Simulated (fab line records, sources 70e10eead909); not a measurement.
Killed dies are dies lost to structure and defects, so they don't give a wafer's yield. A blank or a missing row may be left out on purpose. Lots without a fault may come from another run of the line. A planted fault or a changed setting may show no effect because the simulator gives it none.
fab line records | flow nand_harc | part 1 of 2: steps 1 to 25 of 31
record lots=5 wafers=15 last_day=23
route steps=1159 shown A_STAIRCASE@525
lots that met no fault: from a run of the same line without faults
start_h: hours from the record's first day to the start of the lot's first wafer shown | wait_h: hours since the lot's step before | " the same as in the row above | L1.1+2: a row that stands for several wafers | - no value, or no start given | * or withheld: withheld | < > ~ a bound
route shown NAME@n: a module of which the file shows steps, and the number in the route of the first | usual: mean/standard deviation of fault-free wafers | same: alike in all rows | chamber/n: place in a boat | sites: the reading at each site | _std_site: their standard deviation | _edge_site: outer sites' mean less inner sites' | radius_mm: how far each site lies from the wafer's centre | mask NAME#n: copy n | behind: the tool/chamber that last shaped the wafer | hold: why the lot was held/for how many hours/how that ended | device: the transistor (n, p or np) that didn't switch | end of line: the same wafers' tests at the end of the route | a step without rows: its recipe alone | killed: dies lost to structure and defects at the first sort, not the wafer's yield | map: a wafer's dies, x killed, . not, _ none there
set.NAME: the setting as run; set.NAME@STEP: as run at that earlier step | model.NAME: the simulator's own value behind a step, which no gauge read
lots at some steps of the route; a table a step, a row a wafer
services: from which hour (start_h, from the record's first day; less than 0 if before it) a tool's chamber was out of use, for how many hours, and why
## steps
# step NHARC_A_STAIRCASE_EXPOSE_163
# recipe na=0.5 dose_mj=20.01 mask_id=STAIR_OPEN
# usual exposure_dose_mJ_cm2=20.013/0.02
# columns lot.wafer tool chamber start_h wait_h mask exposure_dose_mJ_cm2
L077.1 krf_scanner-04 0 244.21 - STAIR_OPEN#0 20.031
L077.2 " 0 " " STAIR_OPEN#0 20.035
L077.5 " 0 " " STAIR_OPEN#0 20.034
L082.1 krf_scanner-02 0 274.96 - STAIR_OPEN#0 20.020
L082.4 " 0 " " STAIR_OPEN#0 20.020
L082.5 " 0 " " STAIR_OPEN#0 20.027
L081.2 krf_scanner-04 0 275.13 - STAIR_OPEN#0 20.019
L081.3 " 0 " " STAIR_OPEN#0 20.044
L081.5 " 0 " " STAIR_OPEN#0 20.040
L088.1 krf_scanner-04 0 315.40 - STAIR_OPEN#0 19.997
L088.2 " 0 " " STAIR_OPEN#0 20.021
L088.6 " 0 " " STAIR_OPEN#0 20.011
L090.2 krf_scanner-03 0 328.77 - STAIR_OPEN#0 20.031
L090.4 " 0 " " STAIR_OPEN#0 20.038
L090.5 " 0 " " STAIR_OPEN#0 19.994
# step NHARC_A_STAIRCASE_PEB_164
# recipe peb_temp_c=115 peb_time_s=130
# columns lot.wafer tool chamber start_h wait_h
L077.1+2+5 litho_track-02 0 244.28 0.1
L082.1+4+5 litho_track-07 0 275.03 0.1
L081.2+3+5 litho_track-07 0 275.19 0.1
L088.1+2+6 litho_track-07 0 315.47 0.1
L090.2+4+5 litho_track-02 0 328.83 0.1
# step NHARC_A_STAIRCASE_DEVELOP_165
# recipe time_s=140
# columns lot.wafer tool chamber start_h wait_h
L077.1+2+5 litho_track-02 0 - -
L082.1+4+5 litho_track-07 0 - -
L081.2+3+5 litho_track-07 0 - -
L088.1+2+6 litho_track-07 0 - -
L090.2+4+5 litho_track-02 0 - -
# step NHARC_A_STAIRCASE_HARDBAKE_167
# recipe temp_c=120 time_s=140
# columns lot.wafer tool chamber start_h wait_h
L077.1+2+5 litho_track-05 0 244.51 -
L082.1+4+5 litho_track-05 0 275.26 -
L081.2+3+5 litho_track-05 0 275.42 -
L088.1+2+6 litho_track-05 0 315.69 -
L090.2+4+5 litho_track-07 0 329.05 -
# step NHARC_A_STAIRCASE_DESCUM_168
# recipe time_s=3 o2_flow_sccm=200 ar_flow_sccm=0 bias_power_w=0 chemistry=O2
# usual drypump_motor_current_A=5.6/0.53 oes_product_au=0.998/0.0079 rf_vpp_V=57.8/0.87 showerhead_plenum_p_Torr=1.91/0.089 throttle_valve_pct=11.310/0.0085
# columns lot.wafer tool chamber start_h wait_h drypump_motor_current_A oes_product_au rf_hours_counter_h rf_vpp_V showerhead_plenum_p_Torr throttle_valve_pct
L077.2 rie_diel-01 0 244.61 - 5.8 0.998 24 59.0 2.00 11.309
L077.1 " 1 " " 5.5 0.994 36 57.1 1.81 11.309
L077.5 " 3 " " 5.2 1.001 - 59.1 2.01 11.319
L082.1 rie_diel-08 3 275.37 - 5.5 1.003 60 56.2 1.78 11.307
L082.4 " 0 " " 5.9 1.008 56 57.6 1.79 11.315
L082.5 " 2 " " 5.2 1.001 - 57.9 2.06 11.307
L081.3 rie_diel-04 0 275.51 - 5.9 0.993 60 58.2 1.96 11.311
L081.2 " 1 " " 5.0 0.999 61 57.3 1.90 11.313
L081.5 " 2 " " 5.4 0.994 - 57.8 1.90 11.300
L088.1 rie_diel-08 3 317.07 - 5.5 1.005 3 57.0 1.78 11.316
L088.2 " 1 " " 6.4 0.996 3 57.1 1.85 11.309
L088.6 " 2 " " 5.2 1.007 - 58.8 2.05 11.308
L090.2 rie_diel-04 0 329.27 - 6.0 1.004 15 58.9 1.95 11.293
L090.4 " 2 " " 5.4 0.999 15 59.1 1.89 11.298
L090.5 " 3 " " 6.7 0.999 - 56.8 1.82 11.319
# step NHARC_A_STAIRCASE_ETCH_169
# recipe target_depth_a=500 time_s=107.1 ion_energy_ev=120 ch3f_flow_sccm=50 o2_flow_sccm=30 ar_flow_sccm=200 rf_w=500 bias_w=100 chemistry=CH3F/O2
# usual drypump_motor_current_A=5.6/0.52 oes_product_au=0.947/0.021 rf_vpp_V=244.2/1.7 showerhead_plenum_p_Torr=2.45/0.11 throttle_valve_pct=20.663/0.0098
# columns lot.wafer tool chamber start_h wait_h drypump_motor_current_A oes_product_au rf_hours_counter_h rf_vpp_V showerhead_plenum_p_Torr throttle_valve_pct
L077.2 rie_diel-01 1 244.69 0.1 5.5 0.976 36 241.4 2.33 20.669
L077.1 " 3 " " 5.2 0.965 27 245.4 2.57 20.674
L077.5 " 2 " " 4.8 0.986 - 243.8 2.50 20.663
L082.1 rie_diel-08 0 275.44 0.1 5.9 0.914 56 242.9 2.30 20.657
L082.4 " 1 " " 6.4 0.919 56 244.0 2.38 20.666
L082.5 " 1 " " 6.4 0.913 - 244.1 2.38 20.669
L081.2 rie_diel-04 1 275.65 0.1 5.0 0.908 61 244.4 2.44 20.662
L081.3 " 2 " " 5.4 0.912 54 243.4 2.44 20.667
L081.5 " 1 " " 5.0 0.922 - 243.4 2.44 20.645
L088.2 rie_diel-08 0 317.37 0.3 5.9 0.935 3 242.0 2.30 20.683
L088.1 " 2 " " 5.2 0.925 3 245.8 2.63 20.668
L088.6 " 0 " " 5.9 0.928 - 242.2 2.30 20.679
L090.2 rie_diel-04 1 329.48 0.2 5.0 0.934 9 244.1 2.43 20.664
L090.4 " 2 " " 5.4 0.932 15 245.3 2.43 20.655
L090.5 " 0 " " 5.9 0.942 - 245.5 2.51 20.659
# step NHARC_A_STAIRCASE_ETCH_170
# recipe target_depth_a=2000 time_s=66.667 ion_energy_ev=250 c4f6_flow_sccm=25 o2_flow_sccm=20 ar_flow_sccm=500 rf_w=600 bias_w=500 chemistry=C4F6/O2
# usual drypump_motor_current_A=5.6/0.52 oes_product_au=0.970/0.016 rf_vpp_V=546/3.5 showerhead_plenum_p_Torr=3.90/0.17 throttle_valve_pct=26.903/0.011
# columns lot.wafer tool chamber start_h wait_h drypump_motor_current_A oes_product_au rf_hours_counter_h rf_vpp_V showerhead_plenum_p_Torr throttle_valve_pct
L077.2 rie_diel-01 2 - - 4.8 0.983 38 548 3.99 26.900
L077.1 " 1 " " 5.4 0.980 36 544 3.73 26.889
L077.5 " 3 " " 5.2 0.963 - 551 4.10 26.910
L082.4 rie_diel-08 1 - - 6.4 0.953 56 544 3.81 26.935
L082.1 " 3 " " 5.5 0.933 60 543 3.68 26.889
L082.5 " 1 " " 6.4 0.947 - 544 3.81 26.889
L081.2 rie_diel-04 0 - - 6.0 0.966 60 551 4.01 26.910
L081.3 " 1 " " 5.0 0.962 62 546 3.89 26.891
L081.5 " 0 " " 6.0 0.955 - 549 4.01 26.904
L088.1 rie_diel-08 3 - - 5.5 0.987 4 541 3.67 26.900
L088.2 " 1 " " 6.4 0.981 3 544 3.80 26.909
L088.6 " 2 " " 5.2 0.984 - 552 4.18 26.902
L090.4 rie_diel-04 3 - - 6.7 0.972 11 545 3.76 26.892
L090.2 " 0 " " 6.0 0.984 15 547 4.00 26.893
L090.5 " 2 " " 5.4 1.000 - 545 3.88 26.899
# step NHARC_A_STAIRCASE_STRIP_171
# recipe power_w=1500 temp_c=250 chemistry=O2
# usual drypump_motor_current_A=5.8/0.46 heater_power_w=344/28
# columns lot.wafer tool chamber start_h wait_h drypump_motor_current_A heater_power_w rf_hours_counter_h
L077.1 plasma_asher-02 1 244.92 - 5.3 383 17
L077.2 " 0 " " 5.8 340 17
L077.5 " 1 " " 5.3 373 -
L082.1 plasma_asher-01 0 275.67 - 6.7 326 61
L082.4 " 0 " " 6.7 336 -
L082.5 " 1 " " 5.8 293 -
L081.2 plasma_asher-02 1 276.66 - 5.3 379 28
L081.3 " 1 " " 5.3 378 -
L081.5 " 0 " " 5.8 329 -
L088.1 plasma_asher-01 0 317.89 - 6.6 321 10
L088.2 " 1 " " 5.7 323 10
L088.6 " 1 " " 5.8 321 -
L090.2 plasma_asher-02 0 329.83 - 5.8 343 47
L090.4 " 1 " " 5.3 382 -
L090.5 " 1 " " 5.3 384 -
# step NHARC_A_STAIRCASE_STRIP_172
# recipe time_s=900 temp_c=130 chemistry=SPM
# columns lot.wafer tool chamber start_h wait_h
L077.2+1+5 wet_bench-09 2,4,5 245.27 0.3
L082.4+5+1 wet_bench-01 0,1,3 276.03 0.2
L081.3+2+5 wet_bench-01 0,1,2 276.96 0.2
L088.1+6+2 wet_bench-04 0,1,3 318.24 0.3
L090.2+4+5 wet_bench-04 1,3,4 330.17 0.3
# step NHARC_A_STAIRCASE_PRECLEAN_173
# recipe time_s=* temp_c=50 bath_age_min=0 chemistry=SC1
# usual diw_flow_mL_min=1415/4 h2o2_flow_mL_min=56.61/0.19
# same bath_age_min=0
# columns lot.wafer tool chamber start_h wait_h diw_flow_mL_min h2o2_flow_mL_min
L077.2 wet_bench-09 2 - - 1413 56.45
L077.1 " 4 " " 1411 56.49
L077.5 " 5 " " 1417 56.70
L082.4 wet_bench-01 0 - - 1417 56.77
L082.5 " 1 " " 1418 56.82
L082.1 " 3 " " 1414 56.41
L081.3 wet_bench-01 0 - - 1410 56.40
L081.2 " 1 " " 1413 56.88
L081.5 " 2 " " 1424 56.13
L088.1 wet_bench-04 0 - - 1413 56.70
L088.6 " 1 " " 1420 56.71
L088.2 " 3 " " 1421 56.86
L090.2 wet_bench-04 1 - - 1422 56.56
L090.4 " 3 " " 1408 56.51
L090.5 " 4 " " 1413 56.78
# step NHARC_A_STAIRCASE_SRD_174
# columns lot.wafer tool chamber start_h wait_h
L077.2+1+5 wet_bench-09 2,4,5 - -
L082.4+5+1 wet_bench-01 0,1,3 - -
L081.3+2+5 wet_bench-01 0,1,2 - -
L088.1+6+2 wet_bench-04 0,1,3 - -
L090.2+4+5 wet_bench-04 1,3,4 - -
# step NHARC_A_STAIRCASE_DEHYDRATE_01
# recipe temp_c=150 time_s=120
# columns lot.wafer tool chamber start_h wait_h
L077.1+2+5 litho_track-07 0 245.72 -
L082.1+4+5 litho_track-02 0 276.49 -
L081.2+3+5 litho_track-05 0 277.41 -
L088.1+2+6 litho_track-05 0 318.69 -
L090.2+4+5 litho_track-07 0 330.64 -
# step NHARC_A_STAIRCASE_HMDS_02
# recipe time_s=30
# columns lot.wafer tool chamber start_h wait_h
L077.1+2+5 litho_track-07 0 - -
L082.1+4+5 litho_track-02 0 - -
L081.2+3+5 litho_track-05 0 - -
L088.1+2+6 litho_track-05 0 - -
L090.2+4+5 litho_track-07 0 - -
# step NHARC_A_STAIRCASE_COAT_03
# recipe spin_rpm=1200
# columns lot.wafer tool chamber start_h wait_h
L077.1+2+5 litho_track-07 0 - -
L082.1+4+5 litho_track-02 0 - -
L081.2+3+5 litho_track-05 0 - -
L088.1+2+6 litho_track-05 0 - -
L090.2+4+5 litho_track-07 0 - -
# step NHARC_A_STAIRCASE_SOFTBAKE_04
# recipe temp_c=135 time_s=170
# columns lot.wafer tool chamber start_h wait_h
L077.1+2+5 litho_track-07 0 - -
L082.1+4+5 litho_track-02 0 - -
L081.2+3+5 litho_track-05 0 - -
L088.1+2+6 litho_track-05 0 - -
L090.2+4+5 litho_track-07 0 - -
# step NHARC_A_STAIRCASE_EBR_05
# columns lot.wafer tool chamber start_h wait_h
L077.1+2+5 litho_track-07 0 - -
L082.1+4+5 litho_track-02 0 - -
L081.2+3+5 litho_track-05 0 - -
L088.1+2+6 litho_track-05 0 - -
L090.2+4+5 litho_track-07 0 - -
# step NHARC_A_STAIRCASE_EXPOSE_06
# recipe na=0.5 dose_mj=25.43 mask_id=STAIR
# usual exposure_dose_mJ_cm2=25.424/0.026
# columns lot.wafer tool chamber start_h wait_h mask exposure_dose_mJ_cm2
L077.1 krf_scanner-04 0 246.08 - STAIR#0 25.413
L077.2 " 0 " " STAIR#0 25.378
L077.5 " 0 " " STAIR#0 25.387
L082.1 krf_scanner-02 0 276.82 - STAIR#0 25.458
L082.4 " 0 " " STAIR#0 25.416
L082.5 " 0 " " STAIR#0 25.396
L081.2 krf_scanner-03 0 277.75 - STAIR#0 25.393
L081.3 " 0 " " STAIR#0 25.398
L081.5 " 0 " " STAIR#0 25.435
L088.1 krf_scanner-02 0 319.02 - STAIR#0 25.436
L088.2 " 0 " " STAIR#0 25.492
L088.6 " 0 " " STAIR#0 25.429
L090.2 krf_scanner-02 0 330.98 - STAIR#0 25.399
L090.4 " 0 " " STAIR#0 25.396
L090.5 " 0 " " STAIR#0 25.417
# step NHARC_A_STAIRCASE_PEB_07
# recipe peb_temp_c=115 peb_time_s=130
# columns lot.wafer tool chamber start_h wait_h
L077.1+2+5 litho_track-05 0 246.15 0.1
L082.1+4+5 litho_track-07 0 276.88 0.1
L081.2+3+5 litho_track-07 0 277.81 0.1
L088.1+2+6 litho_track-05 0 319.09 0.1
L090.2+4+5 litho_track-07 0 331.04 0.1
# step NHARC_A_STAIRCASE_DEVELOP_08
# recipe time_s=140
# columns lot.wafer tool chamber start_h wait_h
L077.1+2+5 litho_track-05 0 - -
L082.1+4+5 litho_track-07 0 - -
L081.2+3+5 litho_track-07 0 - -
L088.1+2+6 litho_track-05 0 - -
L090.2+4+5 litho_track-07 0 - -
# step NHARC_A_STAIRCASE_HARDBAKE_10
# recipe temp_c=120 time_s=140
# columns lot.wafer tool chamber start_h wait_h
L077.1+2+5 litho_track-05 0 246.36 -
L082.1+4+5 litho_track-07 0 277.11 -
L081.2+3+5 litho_track-05 0 278.03 -
L088.1+2+6 litho_track-05 0 319.31 -
L090.2+4+5 litho_track-07 0 331.26 -
# step NHARC_A_STAIRCASE_DESCUM_11
# recipe time_s=3 o2_flow_sccm=200 ar_flow_sccm=0 bias_power_w=0 chemistry=O2
# usual drypump_motor_current_A=5.5/0.49 oes_product_au=0.997/0.0066 rf_vpp_V=57.7/0.77 showerhead_plenum_p_Torr=1.91/0.087 throttle_valve_pct=11.312/0.0097
# columns lot.wafer tool chamber start_h wait_h drypump_motor_current_A oes_product_au rf_hours_counter_h rf_vpp_V showerhead_plenum_p_Torr throttle_valve_pct
L077.1 rie_diel-01 3 246.46 - 5.2 1.006 27 57.9 2.01 11.295
L077.2 " 1 " " 5.5 0.998 36 57.7 1.81 11.315
L077.5 " 0 " " 5.8 0.992 - 56.6 2.00 11.309
L082.1 rie_diel-04 0 277.21 - 6.0 0.999 60 57.9 1.96 11.318
L082.5 " 0 " " 5.9 1.005 - 58.1 1.96 11.310
L082.4 " 1 " " 5.0 0.997 - 57.2 1.90 11.315
L081.3 rie_diel-04 2 278.14 - 5.4 0.995 56 58.1 1.90 11.318
L081.2 " 0 " " 5.9 1.000 61 58.5 1.96 11.308
L081.5 " 0 " " 5.9 0.999 - 57.9 1.96 11.301
L088.2 rie_diel-08 0 319.48 - 5.9 0.990 5 57.7 1.78 11.325
L088.1 " 2 " " 5.2 1.005 4 57.9 2.05 11.292
L088.6 " 3 " " 5.5 1.001 - 55.4 1.78 11.309
L090.4 rie_diel-04 2 331.36 - 5.4 0.995 16 59.1 1.89 11.317
L090.2 " 0 " " 5.9 0.994 16 57.6 1.95 11.318
L090.5 " 3 " " 6.7 0.991 - 58.1 1.82 11.327
# step NHARC_A_STAIRCASE_TRIM_12
# recipe time_s=211.2 o2_flow_sccm=500 ar_flow_sccm=0 bias_w=0 chemistry=O2
# usual drypump_motor_current_A=5.5/0.51 oes_product_au=0.997/0.0069 rf_vpp_V=57.7/0.89 showerhead_plenum_p_Torr=3.52/0.14 throttle_valve_pct=17.036/0.01
# columns lot.wafer tool chamber start_h wait_h drypump_motor_current_A oes_product_au rf_hours_counter_h rf_vpp_V showerhead_plenum_p_Torr throttle_valve_pct
L077.2 rie_diel-01 0 246.56 0.1 5.8 0.984 24 57.5 3.68 17.030
L077.1 " 1 " " 5.5 1.003 36 56.3 3.35 17.034
L077.5 " 0 " " 5.8 0.996 - 58.6 3.68 17.040
L082.1 rie_diel-04 2 277.32 0.1 5.4 1.003 55 59.1 3.50 17.031
L082.5 " 1 " " 5.0 1.001 - 57.6 3.50 17.026
L082.4 " 2 " " 5.4 1.003 - 57.3 3.50 17.040
L081.3 rie_diel-04 0 278.33 0.2 5.9 0.998 61 58.3 3.61 17.037
L081.2 " 2 " " 5.4 0.998 56 57.9 3.50 17.021
L081.5 " 1 " " 5.0 1.002 - 57.5 3.50 17.047
L088.1 rie_diel-08 0 319.63 0.1 5.9 0.985 5 57.9 3.30 17.038
L088.2 " 3 " " 5.5 0.999 4 56.9 3.29 17.024
L088.6 " 1 " " 6.4 1.007 - 57.9 3.42 17.038
L090.2 rie_diel-04 1 331.44 0.1 5.0 1.000 10 56.6 3.49 17.028
L090.4 " 3 " " 6.7 1.006 11 55.4 3.38 17.041
L090.5 " 1 " " 5.0 1.003 - 57.7 3.49 17.047
# step NHARC_A_STAIRCASE_ETCH_13
# recipe target_depth_a=1000 time_s=40.5 ion_energy_ev=400 c4f8_flow_sccm=20 o2_flow_sccm=10 ar_flow_sccm=withheld rf_w=600 bias_w=1000 chemistry=C4F8/O2
# usual oes_product_au=0.933/0.013 rf_vpp_V=896/5.5
# columns lot.wafer tool chamber start_h wait_h oes_product_au rf_hours_counter_h rf_vpp_V
L077.2 rie_diel-01 1 - - 0.914 36 890
L077.1 " 0 " " 0.926 24 900
L077.5 " 1 " " 0.926 - 889
L082.1 rie_diel-04 1 - - 0.920 62 897
L082.4 " 2 " " 0.930 - 896
L082.5 " 1 " " 0.924 - 895
L081.2 rie_diel-04 1 - - 0.920 63 893
L081.3 " 0 " " 0.918 61 900
L081.5 " 1 " " 0.917 - 895
L088.2 rie_diel-08 2 - - 0.943 4 904
L088.1 " 3 " " 0.934 5 887
L088.6 " 3 " " 0.935 - 887
L090.4 rie_diel-04 3 - - 0.945 11 890
L090.2 " 1 " " 0.949 10 895
L090.5 " 0 " " 0.956 - 899
# step NHARC_A_STAIRCASE_TRIM_14
# recipe time_s=211.2 o2_flow_sccm=500 ar_flow_sccm=0 bias_w=0 chemistry=O2
# usual drypump_motor_current_A=5.6/0.51 oes_product_au=0.998/0.0075 rf_vpp_V=57.8/0.98 showerhead_plenum_p_Torr=3.52/0.15 throttle_valve_pct=17.038/0.0095
# columns lot.wafer tool chamber start_h wait_h drypump_motor_current_A oes_product_au rf_hours_counter_h rf_vpp_V showerhead_plenum_p_Torr throttle_valve_pct
L077.2 rie_diel-01 1 - - 5.5 1.000 36 56.6 3.35 17.047
L077.1 " 2 " " 4.9 0.995 39 57.8 3.59 17.024
L077.5 " 1 " " 5.5 1.000 - 57.3 3.35 17.034
L082.1 rie_diel-04 1 - - 5.0 0.997 62 57.3 3.50 17.066
L082.4 " 1 " " 5.0 1.000 - 57.8 3.50 17.047
L082.5 " 2 " " 5.4 0.994 - 57.4 3.50 17.057
L081.3 rie_diel-04 0 - - 5.9 0.995 61 58.0 3.61 17.046
L081.2 " 1 " " 5.0 0.999 63 57.8 3.50 17.019
L081.5 " 1 " " 5.0 1.009 - 59.4 3.50 17.037
L088.2 rie_diel-08 2 - - 5.2 1.002 5 58.3 3.77 17.053
L088.1 " 3 " " 5.5 0.984 5 56.0 3.29 17.037
L088.6 " 2 " " 5.2 0.995 - 58.9 3.77 17.048
L090.4 rie_diel-04 1 - - 5.0 1.005 10 57.9 3.49 17.049
L090.2 " 3 " " 6.7 0.986 11 57.4 3.38 17.049
L090.5 " 0 " " 6.0 0.997 - 58.0 3.60 17.035
# step NHARC_A_STAIRCASE_ETCH_15
# recipe target_depth_a=1000 time_s=40.5 ion_energy_ev=400 c4f8_flow_sccm=20 o2_flow_sccm=10 ar_flow_sccm=withheld rf_w=600 bias_w=1000 chemistry=C4F8/O2
# usual oes_product_au=0.938/0.01 rf_vpp_V=896/5.4
# columns lot.wafer tool chamber start_h wait_h oes_product_au rf_hours_counter_h rf_vpp_V
L077.2 rie_diel-01 3 - - 0.937 27 902
L077.1 " 0 " " 0.933 24 901
L077.5 " 0 " " 0.932 - 902
L082.1 rie_diel-04 2 - - 0.937 55 895
L082.4 " 2 " " 0.938 - 895
L082.5 " 1 " " 0.944 - 894
L081.2 rie_diel-04 2 - - 0.933 56 895
L081.3 " 1 " " 0.935 63 894
L081.5 " 2 " " 0.933 - 896
L088.2 rie_diel-08 2 - - 0.934 5 904
L088.1 " 0 " " 0.940 5 887
L088.6 " 1 " " 0.934 - 892
L090.4 rie_diel-04 0 - - 0.946 16 899
L090.2 " 2 " " 0.948 16 894
L090.5 " 3 " " 0.954 - 890
